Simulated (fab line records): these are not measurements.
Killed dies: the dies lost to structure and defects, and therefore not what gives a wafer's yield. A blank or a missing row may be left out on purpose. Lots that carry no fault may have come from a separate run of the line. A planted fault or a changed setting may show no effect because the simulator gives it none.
Chamber matching	flow n5_finfet	ald_metal-04 running N5_BEOL_M7_ALD_77: 3 sister chambers
The step deposits TaN, target thk 2 nm, pulse time 2 s, purge time 3 s. 6 wafers are shown with their chamber, then 5 later ones without.

== WAFERS, EACH WITH ITS CHAMBER ==
wafer	chamber	heater_power_w (W)	susceptor_temp_C (C)
L075.2	1	445	274.63
L075.6	2	530	275.02
L082.1	1	425	275.22
L082.5	3	414	274.76
L083.2	3	413	275.06
L083.4	2	524	274.85

== WAFERS WITHOUT THEIR CHAMBER ==
wafer	heater_power_w (W)	susceptor_temp_C (C)
L089.1	532	275.04
L089.6	533	275.11
L097.3	535	274.91
L097.4	432	274.93
L097.5	423	274.84

== WHICH CHAMBER EACH WENT THROUGH ==
wafer	from the rows above	in truth
L089.1	2	2
L089.6	2	2
L097.3	2	2
L097.4	can't be placed: 1 or 3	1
L097.5	can't be placed: 3 or 1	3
Correct placement for 3 of the 5. Not placeable from these rows: 2 (in 2, the candidates include the true chamber). Placed wrongly: 0.
How it was worked out, from the rows above alone: a wafer's distance from a chamber is the root of the sum, over the readings, of the square of ((its reading less the chamber's mean) divided by the reading's scatter). The wafer belongs to the nearest chamber; if the next one is less than 2 further off, it can't be placed. The mean given for a chamber averages the wafers shown for that chamber. The scatter: the root of (the sum of the squares of (reading less its chamber's mean) over the shown wafers, divided by (wafers less chambers)).
